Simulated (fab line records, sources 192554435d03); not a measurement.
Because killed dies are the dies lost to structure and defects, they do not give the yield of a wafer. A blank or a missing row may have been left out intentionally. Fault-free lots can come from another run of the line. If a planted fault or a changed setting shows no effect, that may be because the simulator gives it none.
fab line records	flow n5-finfet
record lots=6	wafers=17	last-day=17
route steps=1938 shown HKMG_FIN@430 BEOL_M4@1111 PASSIVATION@1936
lots that met no fault: from a run of the same line without faults
start-h: start of the lot's first displayed wafer, in hours after the record's first day	wait-h: hours from the lot's prior step to this one	" repeats the value in the row above	L1.1+2: one row covering several wafers at once	- no value, or no start was given	* or withheld: withheld	< > ~ a bound
route shown NAME@n: names a module that has steps shown in the file, with the first one's number in the route	usual: average and standard deviation across the fault-free wafers	same: alike in all rows	chamber/n: place in a boat	sites: readings site by site	_std_site: how widely they spread, as a standard deviation	_edge_site: the outer-site mean with the inner-site mean subtracted	radius-mm: how far each site lies from the wafer's centre	mask NAME#n: copy n	behind: the last tool/chamber to shape the wafer	hold: why the lot went on hold/how many hours it stayed there/how the hold came to an end	device: names the non-switching transistor (n, p or np)	end of line: tests run on the same wafers once the route is complete	a step without rows: its recipe alone	killed: at the first sort, the dies lost to defects and structure; wafer yield is something else	map: a wafer's dies, marking killed ones x, the rest . and places with no die _
set.NAME: the setting that was run; set.NAME@STEP: the one run at that earlier step	model.NAME: the simulator's own value behind a step, which no gauge read
lots seen at some steps along the route; tables by step, rows by wafer
services: when a tool's chamber went out of use (start-h, in hours from the record's first day, below 0 if earlier), for how many hours, and the reason
## steps
# step N5_HKMG_FIN_CD_MEAS_12
# recipe target-cd-nm=92.8	landing-energy-ev=500	detector=se-inlens
# usual cd-nm=92.5/0.6
lot.wafer	tool	chamber	start-h	wait-h	cd-nm
L423.1	cd-sem-02	0	94.05	-	93.3
L423.4	"	0	"	"	93.3
L423.5	"	0	"	"	92.4
L428.5	cd-sem-01	0	123.08	-	92.9
L428.6	"	0	"	"	92.8
L429.1	cd-sem-01	0	129.84	-	92.4
L429.4	"	0	"	"	92.3
L429.6	"	0	"	"	92.5
L436.1	cd-sem-02	0	174.18	-	93.4
L436.3	"	0	"	"	91.5
L436.5	"	0	"	"	93.5
L438.1	cd-sem-02	0	183.80	-	93.8
L438.3	"	0	"	"	93.1
L438.5	"	0	"	"	92.8
L442.4	cd-sem-03	0	208.85	-	93.7
L442.5	"	0	"	"	93.5
L442.6	"	0	"	"	92.2
# step N5_HKMG_FIN_OVL_MEAS_13
# recipe points-per-wafer=44
# usual NWFM_OVL=0.1/0.72
lot.wafer	tool	chamber	start-h	wait-h	NWFM_OVL[nm]
L423.1	overlay-02	0	94.08	0.0	0.6
L423.4	"	0	"	"	-0.1
L423.5	"	0	"	"	0.5
L428.5	overlay-01	0	123.11	0.0	-0.7
L428.6	"	0	"	"	1.3
L429.1	overlay-01	0	129.87	0.0	-0.9
L429.4	"	0	"	"	-0.3
L429.6	"	0	"	"	0.0
L436.1	overlay-02	0	174.21	0.0	-0.9
L436.3	"	0	"	"	0.3
L436.5	"	0	"	"	0.4
L438.1	overlay-02	0	183.83	0.0	0.7
L438.3	"	0	"	"	0.6
L438.5	"	0	"	"	0.7
L442.4	overlay-02	0	208.88	0.0	-0.3
L442.5	"	0	"	"	-1.1
L442.6	"	0	"	"	0.6
# step N5_HKMG_FIN_INSPECT_14
# recipe mode=adi	inspect-instrument=macro
# usual raw-defect-count=2.0/1.4
lot.wafer	tool	chamber	start-h	wait-h	raw-defect-count
L423.1	defect-inspect-02	-	94.10	0.0	2
L423.4	"	-	"	"	0
L423.5	"	-	"	"	1
L428.5	defect-inspect-01	-	123.13	0.0	1
L428.6	"	-	"	"	1
L429.1	defect-inspect-01	-	129.89	0.0	5
L429.4	"	-	"	"	2
L429.6	"	-	"	"	3
L436.1	defect-inspect-02	-	174.24	0.0	4
L436.3	"	-	"	"	3
L436.5	"	-	"	"	1
L438.1	defect-inspect-02	-	183.86	0.0	2
L438.3	"	-	"	"	1
L438.5	"	-	"	"	2
L442.4	defect-inspect-01	-	208.90	0.0	4
L442.5	"	-	"	"	0
L442.6	"	-	"	"	2
# step N5_HKMG_FIN_DESCUM_17
# recipe chemistry=O2	time-s=7.9	source-power-w=50	bias-power-w=20	pressure-mtorr=20	rf-frequency-hz=2.712e+07	temp-c=40	resist=CAR-ArF	o2-flow-sccm=225
# usual drypump-motor-current-A=5.8/0.39	oes-product-au=0.78/0.091	rf-vpp-V=243.2/1.6	showerhead-plenum-p-Torr=2.10/0.083	throttle-valve-pct=20.35/0.24
lot.wafer	tool	chamber	start-h	wait-h	drypump-motor-current-A	oes-product-au	rf-hours-counter-h	rf-vpp-V	showerhead-plenum-p-Torr	throttle-valve-pct
L423.1	rie-diel-04	2	94.16	0.1	5.5	0.74	151	241.3	2.03	20.50
L423.4	"	0	"	"	6.4	0.73	208	244.2	2.16	21.00
L423.5	"	2	"	"	5.5	0.75	-	241.3	2.03	20.51
L428.5	rie-diel-03	0	123.18	0.0	5.7	0.71	-	245.0	2.18	20.11
L428.6	"	1	"	"	5.8	0.92	-	242.6	2.13	20.36
L429.1	rie-diel-05	1	130.08	0.2	5.6	0.72	189	242.8	1.97	20.24
L429.4	"	0	"	"	6.6	0.82	88	244.1	2.20	20.42
L429.6	"	0	"	"	6.6	0.82	-	244.9	2.20	20.41
L436.1	rie-diel-05	3	174.27	0.0	5.7	0.69	214	243.3	2.09	20.49
L436.3	"	1	"	"	5.6	0.70	204	241.8	1.97	20.25
L436.5	"	3	"	"	5.7	0.69	-	244.7	2.09	20.48
L438.1	rie-diel-03	0	183.89	0.0	5.8	0.70	214	244.8	2.17	20.14
L438.3	"	3	"	"	5.5	0.93	19	244.0	2.07	20.50
L438.5	"	2	"	"	5.9	0.68	-	240.5	1.97	20.29
L442.4	rie-diel-03	2	209.14	0.2	5.9	0.67	248	240.3	1.97	20.28
L442.5	"	3	"	"	5.5	0.91	-	243.5	2.07	20.51
L442.6	"	0	"	"	5.8	0.69	-	244.1	2.17	20.17
# step N5_HKMG_FIN_ETCH_31
# recipe chemistry=CF4	target=SiARC	target-depth-a=455	mask-material=CAR-ArF	time-s=75.8	ion-energy-ev=80	pressure-mtorr=40	source-w=545	bias-w=36	Ar_flow_sccm=100	cf4-flow-sccm=100	ends=cleared
# usual drypump-motor-current-A=5.8/0.39	etch-rf-on-time-s=76.5/1.6	mfc-ar-sccm=100.03/0.27	oes-product-au=0.66/0.078	rf-vpp-V=184.1/1.2	showerhead-plenum-p-Torr=2.15/0.082	throttle-valve-pct=15.57/0.21
lot.wafer	tool	chamber	start-h	wait-h	drypump-motor-current-A	etch-rf-on-time-s	mfc-ar-sccm	oes-product-au	rf-hours-counter-h	rf-vpp-V	showerhead-plenum-p-Torr	throttle-valve-pct
L423.1	rie-diel-04	2	94.19	0.0	5.5	76.1	99.62	0.64	151	183.9	2.07	15.58
L423.4	"	0	"	"	6.4	75.6	100.13	0.63	208	185.3	2.21	16.19
L423.5	"	2	"	"	5.4	76.2	99.54	0.64	-	185.2	2.07	15.59
L428.5	rie-diel-03	0	123.23	0.0	5.8	79.1	100.32	0.61	-	185.2	2.22	15.37
L428.6	"	1	"	"	5.8	75.8	100.16	0.78	-	184.9	2.17	15.46
L429.1	rie-diel-05	1	130.12	0.0	5.6	78.4	99.35	0.60	189	182.8	2.04	15.57
L429.4	"	0	"	"	6.6	77.7	99.80	0.69	88	185.7	2.26	15.66
L429.6	"	0	"	"	6.6	77.2	100.12	0.71	-	185.0	2.26	15.67
L436.1	rie-diel-05	3	174.31	0.0	5.7	75.1	100.19	0.61	214	183.8	2.12	15.63
L436.3	"	1	"	"	5.6	77.9	99.84	0.59	205	182.0	2.03	15.60
L436.5	"	3	"	"	5.7	74.9	99.88	0.60	-	184.6	2.12	15.62
L438.1	rie-diel-03	0	183.92	0.0	5.7	78.0	99.73	0.60	214	184.6	2.21	15.39
L438.3	"	3	"	"	5.5	75.0	100.35	0.78	19	182.6	2.10	15.57
L438.5	"	2	"	"	5.9	78.6	99.49	0.57	-	182.4	2.04	15.64
L442.4	rie-diel-03	2	209.18	0.0	5.9	78.6	100.29	0.58	248	182.8	2.03	15.69
L442.5	"	3	"	"	5.5	75.2	100.48	0.78	-	183.8	2.10	15.57
L442.6	"	0	"	"	5.8	78.2	100.40	0.59	-	183.7	2.21	15.41
# step N5_HKMG_FIN_ETCH_32
# recipe chemistry=N2/H2	target=SOC	target-depth-a=2400	temp-c=40	time-s=300	ion-energy-ev=200	mask-material=SiARC	pressure-mtorr=30	source-w=840	bias-w=150	n2-flow-sccm=200	h2-flow-sccm=200
# usual drypump-motor-current-A=5.8/0.39	oes-product-au=0.78/0.092	rf-vpp-V=524.0/2.8	showerhead-plenum-p-Torr=2.55/0.11	throttle-valve-pct=17.77/0.24
lot.wafer	tool	chamber	start-h	wait-h	drypump-motor-current-A	oes-product-au	rf-hours-counter-h	rf-vpp-V	showerhead-plenum-p-Torr	throttle-valve-pct
L423.1	rie-diel-04	2	94.25	0.0	5.5	0.74	151	519.3	2.45	17.81
L423.4	"	0	"	"	6.4	0.72	208	525.5	2.60	18.35
L423.5	"	2	"	"	5.5	0.75	-	522.6	2.45	17.81
L428.5	rie-diel-03	0	123.34	0.1	5.8	0.71	-	526.1	2.62	17.40
L428.6	"	1	"	"	5.8	0.92	-	525.6	2.62	17.99
L429.1	rie-diel-05	1	130.17	0.0	5.6	0.70	189	520.6	2.42	17.77
L429.4	"	0	"	"	6.6	0.82	88	526.5	2.69	17.90
L429.6	"	0	"	"	6.6	0.81	-	529.3	2.69	17.91
L436.1	rie-diel-05	3	174.36	0.0	5.7	0.71	214	523.3	2.51	17.73
L436.3	"	1	"	"	5.6	0.70	205	520.7	2.41	17.80
L436.5	"	3	"	"	5.7	0.71	-	522.9	2.51	17.77
L438.1	rie-diel-03	0	183.98	0.0	5.8	0.70	214	525.8	2.61	17.45
L438.3	"	3	"	"	5.5	0.91	20	524.4	2.47	17.64
L438.5	"	2	"	"	5.9	0.68	-	517.8	2.39	17.63
L442.4	rie-diel-03	2	209.23	0.0	5.9	0.67	248	519.7	2.39	17.64
L442.5	"	3	"	"	5.5	0.91	-	522.6	2.47	17.65
L442.6	"	0	"	"	5.8	0.70	-	525.3	2.61	17.45
# step N5_HKMG_FIN_STRIP_33
# recipe chemistry=N2/H2	temp-c=40	n2-flow-sccm=200	h2-flow-sccm=200	rf-frequency-hz=6e+07
# step N5_HKMG_FIN_STRIP_34
# recipe chemistry=CF4	resist=SiARC	power-w=300	bias-power-w=75	pressure-mtorr=50	cf4-flow-sccm=150	rf-frequency-hz=6e+07
# step N5_HKMG_FIN_ETCH_35
# recipe chemistry=N2/H2	target=SOC	target-depth-a=2158	ion-energy-ev=65	bias-w=5	source-w=3000	time-s=243.4	pressure-mtorr=30	n2-flow-sccm=200	h2-flow-sccm=200
# usual drypump-motor-current-A=5.8/0.39	oes-product-au=0.77/0.091	rf-vpp-V=141.6/1.1	showerhead-plenum-p-Torr=2.55/0.11	throttle-valve-pct=17.77/0.24
lot.wafer	tool	chamber	start-h	wait-h	drypump-motor-current-A	oes-product-au	rf-hours-counter-h	rf-vpp-V	showerhead-plenum-p-Torr	throttle-valve-pct
L423.1	rie-diel-04	2	94.46	0.0	5.5	0.75	151	142.1	2.45	17.83
L423.4	"	0	"	"	6.3	0.74	208	142.6	2.60	18.36
L423.5	"	2	"	"	5.5	0.76	-	140.5	2.45	17.83
L428.5	rie-diel-03	0	123.54	0.1	5.8	0.71	-	142.0	2.62	17.37
L428.6	"	1	"	"	5.8	0.92	-	142.0	2.62	18.01
L429.1	rie-diel-05	1	130.38	0.0	5.6	0.71	189	141.5	2.42	17.78
L429.4	"	0	"	"	6.6	0.82	88	141.2	2.69	17.93
L429.6	"	0	"	"	6.7	0.81	-	142.4	2.69	17.90
L436.1	rie-diel-05	3	174.57	0.0	5.7	0.71	214	141.0	2.51	17.76
L436.3	"	1	"	"	5.6	0.70	205	141.3	2.41	17.79
L436.5	"	3	"	"	5.7	0.72	-	141.3	2.51	17.75
L438.1	rie-diel-03	0	184.19	0.0	5.8	0.69	214	142.1	2.61	17.44
L438.3	"	3	"	"	5.5	0.92	20	141.4	2.47	17.63
L438.5	"	2	"	"	5.9	0.67	-	139.9	2.39	17.63
L442.4	rie-diel-03	2	209.44	0.0	5.9	0.67	248	141.1	2.39	17.65
L442.5	"	3	"	"	5.5	0.91	-	141.1	2.47	17.66
L442.6	"	0	"	"	5.8	0.69	-	141.8	2.61	17.46
# step N5_HKMG_FIN_STRIP_92
# recipe chemistry=N2/H2	material=SOC	time-s=20	power-w=500	temp-c=40	pressure-mtorr=50	rf-frequency-hz=6e+07	bias-power-w=8	h2-frac=0.5	n2-flow-sccm=300	h2-flow-sccm=300
# usual drypump-motor-current-A=5.8/0.4	oes-product-au=0.77/0.093	rf-vpp-V=54.2/0.9	showerhead-plenum-p-Torr=3.37/0.13	throttle-valve-pct=18.9/0.36
lot.wafer	tool	chamber	start-h	wait-h	drypump-motor-current-A	oes-product-au	rf-hours-counter-h	rf-vpp-V	showerhead-plenum-p-Torr	throttle-valve-pct
L423.1	rie-diel-04	2	94.61	0.1	5.5	0.74	151	52.8	3.23	18.9
L423.4	"	0	"	"	6.4	0.74	208	54.1	3.44	19.7
L423.5	"	2	"	"	5.4	0.74	-	53.4	3.24	18.9
L428.5	rie-diel-03	0	123.64	0.0	5.8	0.70	-	54.7	3.46	18.4
L428.6	"	1	"	"	5.8	0.91	-	55.4	3.45	19.4
L429.1	rie-diel-05	1	130.53	0.1	5.6	0.71	189	52.2	3.20	18.9
L429.4	"	0	"	"	6.6	0.82	88	54.4	3.54	19.1
L429.6	"	0	"	"	6.6	0.82	-	55.0	3.54	19.1
L436.1	rie-diel-05	3	174.72	0.1	5.7	0.71	214	54.6	3.32	18.8
L436.3	"	1	"	"	5.6	0.69	205	52.8	3.19	18.9
L436.5	"	3	"	"	5.7	0.70	-	54.5	3.32	18.8
L438.1	rie-diel-03	0	184.34	0.1	5.8	0.70	214	54.8	3.45	18.4
L438.3	"	3	"	"	5.5	0.93	20	54.6	3.27	18.8
L438.5	"	2	"	"	5.8	0.68	-	53.3	3.17	18.5
L442.4	rie-diel-03	2	209.59	0.1	5.9	0.67	248	53.8	3.16	18.5
L442.5	"	3	"	"	5.5	0.92	-	54.6	3.26	18.8
L442.6	"	0	"	"	5.8	0.69	-	56.2	3.44	18.5
# step N5_HKMG_FIN_WET_ETCH_18
# recipe chemistry=SC1	target=TiN	mix=1:1:5	temp-c=*	time-s=55	target-depth-nm=5.2	dry=ipa-marangoni	rinse-time-s=30	rinse-temp-c=23
# step N5_HKMG_FIN_STRIP_19
# recipe chemistry=N2/H2	power-w=2500	temp-c=300	h2-frac=0.65	time-s=360	pressure-mtorr=withheld	n2-flow-sccm=1750	h2-flow-sccm=3250
# step N5_HKMG_FIN_ALD_91
# recipe material=TiN	target-thk-a=10	temp-c=400	ald-precursor-family=TiCl4	ald-co-reactant=NH3	pulse-time-s=1	purge-time-s=3	co-reactant-purge-time-s=2	co-reactant-pulse-time-s=2	ald-cycles=47	pressure-torr=3
# usual co-reactant-pulse-time-s=2/0	heater-power-w=875/64	precursor-pulse-height-rel=0.998/0.02
lot.wafer	tool	chamber	start-h	wait-h	co-reactant-pulse-time-s	heater-power-w	precursor-pulse-height-rel
L423.1	ald-metal-03	2	95.14	0.3	2	869	1.011
L423.4	"	3	"	"	2	836	1.011
L423.5	"	2	"	"	2	884	1.010
L428.5	ald-metal-03	1	124.27	0.1	2	851	0.991
L428.6	"	0	"	"	1.8913	823	0.992
L429.1	ald-metal-03	3	131.07	0.3	1.8913	853	0.993
L429.4	"	2	"	"	2	890	0.986
L429.6	"	2	"	"	1.8913	892	1.009
L436.1	ald-metal-02	0	175.25	0.3	2	907	0.982
L436.3	"	2	"	"	2	843	0.984
L436.5	"	1	"	"	2	799	0.982
L438.1	ald-metal-04	0	184.88	0.3	2	862	0.972
L438.3	"	1	"	"	2	827	0.971
L438.5	"	1	"	"	2	848	0.997
L442.4	ald-metal-04	0	210.12	0.1	2	855	1.020
L442.5	"	1	"	"	2	808	1.000
L442.6	"	2	"	"	2	885	0.978
# step N5_HKMG_FIN_COAT_85
# recipe resist=SOC	temp-c=250	time-s=60	spin-rpm=1500	resist-thk-nm=300
# step N5_BEOL_M4_RC_MEAS_101
# usual DIBL_N=36.5/1.8	DIBL_P=36.5/2.1	IOFF_N=0.17/0.031	IOFF_P=0.22/0.036	ION_N=677/11	ION_P=463/8	SS_N=71.6/0.61	SS_P=73.3/0.63	VT_N=249/3.1	VT_P=-250/3.3
lot.wafer	tool	chamber	start-h	wait-h	DIBL_N[mV/V]	DIBL_P[mV/V]	IOFF_N[nA/um]	IOFF_P[nA/um]	ION_N[uA/um]	ION_P[uA/um]	SS_N[mV/dec]	SS_P[mV/dec]	VT_N[mV]	VT_P[mV]
L423.1	prober-02	0	182.56	0.0	39.1	39.7	0.20	0.22	688	466	71.6	74.0	247	-250
L423.4	"	0	"	"	38.0	38.9	0.18	0.21	693	463	72.3	74.4	246	-253
L423.5	"	0	"	"	40.0	40.0	0.21	0.24	696	470	71.4	74.2	241	-251
L429.1	prober-01	0	219.75	0.0	38.3	39.2	0.22	0.29	690	474	72.2	74.2	243	-245
L429.4	"	0	"	"	33.3	33.0	0.13	0.19	671	466	70.1	72.8	250	-251
L429.6	"	0	"	"	34.6	34.4	0.15	0.21	673	467	71.2	72.5	250	-248
L428.5	prober-02	0	220.23	0.6	36.4	36.5	0.18	0.23	679	465	72.2	73.8	246	-251
L428.6	"	0	"	"	40.7	41.4	0.26	0.32	691	471	73.4	74.5	242	-245
L436.1	prober-01	0	271.46	0.0	39.1	40.1	0.22	0.27	694	472	72.0	74.2	244	-249
L436.3	"	0	"	"	36.1	36.4	0.15	0.20	671	461	71.2	72.8	250	-251
L436.5	"	0	"	"	37.0	36.9	0.16	0.21	677	463	71.9	72.8	251	-249
L438.1	prober-02	0	277.34	0.0	40.0	39.8	0.21	0.25	674	458	72.4	74.4	246	-246
L438.3	"	0	"	"	36.5	34.6	0.13	0.19	649	454	71.9	72.9	254	-251
L438.5	"	0	"	"	38.7	38.6	0.17	0.23	680	468	72.4	73.4	249	-248
L442.4	prober-02	0	313.24	0.5	37.9	38.7	0.20	0.28	678	472	71.8	73.9	244	-245
L442.5	"	0	"	"	37.9	38.7	0.21	0.28	685	470	71.8	73.9	245	-244
L442.6	"	0	"	"	39.4	40.0	0.22	0.30	688	477	72.4	74.3	244	-244
# step N5_PASSIVATION_PROBE_49
# usual defect-limited-yield=91.4/1.5	killed_at_M0_to_M3=35/11	killed_at_M4_up=16/7	killed-at-contacts=11/5.3	killed-at-front-end=37/11	killed-at-other=3.1/2.8	killed-dies=102/18	killed-open=69/15	killed-short=31/7.8	sort_bin_5_function=5.1/1.1	sort_bin_6_memory=3.2/0.69	sort-n-pass=1078/18	sort-yield-pct=91.4/1.5
# same gross-dies=1180	killed-at-back-side=0	sort_bin_4_leakage[%]=0	sort_bin_8_speed[%]=0
lot.wafer	tool	chamber	start-h	wait-h	defect-limited-yield[%]	killed_at_M0_to_M3	killed_at_M4_up	killed-at-contacts	killed-at-front-end	killed-at-other	killed-dies	killed-open	killed-short	sort_bin_5_function[%]	sort_bin_6_memory[%]	sort-n-pass	sort-yield-pct[%]
L423.1	prober-01	-	295.56	0.0	89.2	44	19	14	49	1	127	83	40	6.8	3.3	1053	89.2
L423.4	prober-01	-	295.71	0.2	90.0	28	7	11	70	2	118	73	45	6.1	3.5	1062	90.0
L423.5	prober-01	-	295.76	0.2	90.0	27	24	16	48	3	118	88	28	5.8	4.0	1062	90.0
L429.1	prober-01	-	318.85	0.0	92.9	21	13	13	36	1	84	56	25	4.4	2.1	1096	92.9
L429.4	prober-01	-	319.00	0.2	91.1	18	14	17	56	0	105	68	37	5.0	3.5	1075	91.1
L429.6	prober-01	-	319.10	0.3	93.5	17	12	12	36	0	77	51	22	3.6	2.7	1103	93.5
L428.5	prober-01	-	330.20	0.2	91.0	26	32	19	27	2	106	71	30	5.3	3.2	1074	91.0
L428.6	prober-01	-	330.25	0.3	92.3	35	14	7	31	4	91	52	35	4.3	2.8	1089	92.3
L436.1	prober-02	-	380.65	0.0	92.4	34	17	1	31	7	90	62	25	4.7	2.5	1090	92.4
L436.3	prober-02	-	380.75	0.1	90.3	41	13	4	44	12	114	75	38	5.7	3.5	1066	90.3
L436.5	prober-02	-	380.85	0.2	93.4	36	12	6	19	5	78	50	28	4.2	2.2	1102	93.4
L438.1	prober-01	-	390.78	0.0	92.7	29	19	4	34	0	86	57	29	4.2	3.0	1094	92.7
L438.3	prober-01	-	390.88	0.1	93.4	39	11	1	25	2	78	50	27	4.3	1.9	1102	93.4
L438.5	prober-01	-	390.98	0.2	92.5	41	2	7	34	5	89	58	28	3.8	3.3	1091	92.5
L442.4	prober-02	-	407.68	0.4	91.7	35	11	4	46	2	98	64	29	5.1	2.6	1082	91.7
L442.5	prober-02	-	407.73	0.4	91.4	38	15	7	39	3	102	72	30	5.1	3.1	1078	91.4
L442.6	prober-02	-	407.78	0.5	89.3	34	14	18	59	1	126	89	32	5.5	4.6	1054	89.3
# killed by level:class
L423.1 BEOL_M0_SAQP:geometric-particle:short=14 MOL_CONTACT_COAG:geometric-particle:open=11 BEOL_M0_SAQP:geometric-particle:open=11 BEOL_M4:geometric-particle:open=11 BEOL_M3:geometric-particle:open=10 DUMMY_GATE:geometric-particle:open=10 FIN_SAQP:geometric-particle:open=6 FIN_SAQP:geometric-particle:short=6
L423.4 STI_FIN_REVEAL:geometric-particle:open=18 FIN_SAQP:geometric-particle:short=12 FIN_SAQP:geometric-particle:open=11 MOL_CONTACT_COAG:geometric-particle:open=10 BEOL_M0_SAQP:geometric-particle:open=7 BEOL_M0_SAQP:geometric-particle:short=7 BEOL_M3:geometric-particle:open=6 DUMMY_GATE:geometric-particle:open=6
L423.5 MOL_CONTACT_COAG:geometric-particle:open=16 BEOL_M4:geometric-particle:open=12 FIN_SAQP:geometric-particle:open=11 DUMMY_GATE:geometric-particle:open=8 BEOL_M0_SAQP:geometric-particle:short=7 STI_FIN_REVEAL:geometric-particle:open=6 BEOL_M0_SAQP:geometric-particle:open=6 BEOL_M2:geometric-particle:open=6
L429.1 STI_FIN_REVEAL:geometric-particle:open=18 MOL_CONTACT_COAG:geometric-particle:open=10 BEOL_M0_SAQP:geometric-particle:short=6 BEOL_M4:geometric-particle:open=6 BEOL_M0_SAQP:geometric-particle:open=5 BEOL_M2:geometric-particle:open=5 FIN_SAQP:geometric-particle:short=3 STI_FIN_REVEAL:geometric-particle:short=3
L429.4 STI_FIN_REVEAL:geometric-particle:open=26 MOL_CONTACT_COAG:geometric-particle:open=11 FIN_SAQP:geometric-particle:short=8 BEOL_M0_SAQP:geometric-particle:open=7 MOL_CONTACT_COAG:geometric-particle:short=6 BEOL_M4:geometric-particle:open=6 STI_FIN_REVEAL:geometric-particle:short=5 FIN_SAQP:geometric-particle:open=4
L429.6 STI_FIN_REVEAL:geometric-particle:open=14 MOL_CONTACT_COAG:geometric-particle:open=11 BEOL_M0_SAQP:geometric-particle:short=5 BEOL_M4:geometric-particle:open=5 STARTING-WAFER:geometric-particle:short=5 STI_FIN_REVEAL:geometric-particle:short=4 BEOL_M1:geometric-particle:open=4 BEOL_M0_SAQP:geometric-particle:open=3
L428.5 BEOL_M4:geometric-particle:open=18 MOL_CONTACT_COAG:geometric-particle:open=13 BEOL_M1:geometric-particle:open=10 MOL_CONTACT_COAG:geometric-particle:short=6 GATE_CUT:geometric-particle:short=5 STI_FIN_REVEAL:geometric-particle:open=4 DUMMY_GATE:geometric-particle:open=4 BEOL_M5:geometric-particle:open=4
L428.6 BEOL_M1:geometric-particle:open=11 BEOL_M0_SAQP:geometric-particle:short=7 FIN_SAQP:geometric-particle:short=6 MOL_CONTACT_COAG:geometric-particle:open=5 BEOL_M1:geometric-particle:short=5 BEOL_M3:geometric-particle:open=5 BEOL_M7:geometric-particle:open=5 DUMMY_GATE:geometric-particle:open=4
L436.1 STI_FIN_REVEAL:geometric-particle:open=11 BEOL_M4:geometric-particle:open=8 BEOL_M0:geometric-particle:open=7 BEOL_M0_SAQP:geometric-particle:open=6 BEOL_M3:geometric-particle:open=6 BEOL_M2:geometric-particle:open=5 FIN_SAQP:geometric-particle:open=4 BEOL_M0_SAQP:geometric-particle:short=4
L436.3 FIN_SAQP:geometric-particle:short=14 BEOL_M3:geometric-particle:open=14 BEOL_M2:geometric-particle:open=11 FIN_SAQP:geometric-particle:open=10 STI_FIN_REVEAL:geometric-particle:open=6 MIM_TOP:geometric-particle:short=5 BEOL_M4:geometric-particle:open=5 MOL_CONTACT_COAG:geometric-particle:open=4
L436.5 BEOL_M2:geometric-particle:open=12 BEOL_M2:geometric-particle:short=10 BEOL_M3:geometric-particle:open=8 BEOL_M4:geometric-particle:open=8 FIN_SAQP:geometric-particle:short=4 MOL_CONTACT_COAG:geometric-particle:open=4 STARTING-WAFER:geometric-particle:short=4 FIN_SAQP:geometric-particle:open=3
L438.1 STI_FIN_REVEAL:geometric-particle:open=13 BEOL_M2:geometric-particle:open=10 FIN_SAQP:geometric-particle:short=8 BEOL_M3:geometric-particle:open=7 BEOL_M4:geometric-particle:open=7 BEOL_M0_SAQP:geometric-particle:short=5 BEOL_M0_SAQP:geometric-particle:open=3 BEOL_M4:geometric-particle:short=3
L438.3 BEOL_M0_SAQP:geometric-particle:short=15 STI_FIN_REVEAL:geometric-particle:open=10 BEOL_M0_SAQP:geometric-particle:open=8 BEOL_M2:geometric-particle:open=6 BEOL_M3:geometric-particle:open=5 FIN_SAQP:geometric-particle:short=3 BEOL_M4:geometric-particle:open=3 BEOL_M7:geometric-particle:open=3
L438.5 BEOL_M2:geometric-particle:open=9 BEOL_M0_SAQP:geometric-particle:short=8 STI_FIN_REVEAL:geometric-particle:open=7 BEOL_M3:geometric-particle:open=7 FIN_SAQP:geometric-particle:open=6 MOL_CONTACT_COAG:geometric-particle:open=6 BEOL_M0_SAQP:geometric-particle:open=6 DUMMY_GATE:geometric-particle:open=4
L442.4 STI_FIN_REVEAL:geometric-particle:open=14 BEOL_M2:geometric-particle:open=11 BEOL_M0_SAQP:geometric-particle:short=6 BEOL_M1:geometric-particle:open=6 FIN_SAQP:geometric-particle:open=5 BEOL_M4:geometric-particle:open=5 HKMG_FIN:area-etch=5 FIN_SAQP:geometric-particle:short=4
L442.5 STI_FIN_REVEAL:geometric-particle:open=12 FIN_SAQP:geometric-particle:open=10 BEOL_M2:geometric-particle:open=10 BEOL_M1:geometric-particle:open=9 BEOL_M4:geometric-particle:open=7 FIN_SAQP:geometric-particle:short=6 BEOL_M0_SAQP:geometric-particle:short=6 MOL_CONTACT_COAG:geometric-particle:open=5
L442.6 STI_FIN_REVEAL:geometric-particle:open=19 MOL_CONTACT_COAG:geometric-particle:open=16 FIN_SAQP:geometric-particle:open=9 BEOL_M0_SAQP:geometric-particle:open=9 BEOL_M2:geometric-particle:open=8 BEOL_M1:geometric-particle:open=7 ILD0:geometric-particle:open=5 BEOL_M0_SAQP:geometric-particle:short=5
## services
tool	chamber	start-h	hours	kind
rie-diel-03	1	79.73	-	clean
rie-diel-03	1	79.73	-	consumable-replace:focus-ring
rie-diel-03	1	79.73	17.7	scheduled-down
rie-diel-03	1	79.73	17.7	vent-cycle
rie-diel-05	2	91.55	11.1	repair
rie-diel-03	3	102.45	-	clean
rie-diel-03	3	102.45	-	consumable-replace:focus-ring
rie-diel-03	3	102.45	19.2	scheduled-down
rie-diel-03	3	102.45	19.2	vent-cycle
rie-diel-05	2	102.69	-	clean
rie-diel-05	2	102.69	-	consumable-replace:focus-ring
rie-diel-05	2	102.69	-	consumable-replace:showerhead
rie-diel-05	2	102.69	17.7	scheduled-down
rie-diel-05	2	102.69	17.7	vent-cycle
ald-metal-04	-	115.48	0.6	repair
rie-diel-03	-	118.04	2.8	pm
rie-diel-04	2	122.02	1.8	repair
ald-metal-04	-	165.07	2.8	pm
rie-diel-05	0	166.50	3.8	repair
ald-metal-04	2	168.13	28.5	repair
rie-diel-05	3	168.28	4.5	repair
ald-metal-03	-	169.56	1.2	pm
ald-metal-03	-	174.16	14.6	pm
rie-diel-03	3	197.84	8.7	repair
## key
first-sign step=N5_HKMG_FIN_ALD_91	reading=co-reactant-pulse-time-s	direction=down	sigmas=99+	usual=*	struck=*
effect none on later readings
met-at N5_HKMG_FIN_ALD_91
struck-wafers L428.6,L429.1,L429.6
onset-between 95.14 124.27
fault kind=process-parameter-drift	tool=ald-metal-03	chamber=-	onset-h=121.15	steps=N5_HKMG_FIN_ALD_91	channel=co-reactant-pulse-time-s	offset=*	shape=step	end-h=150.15	scope=struck-wafers-only	acts-in=*	stated=*
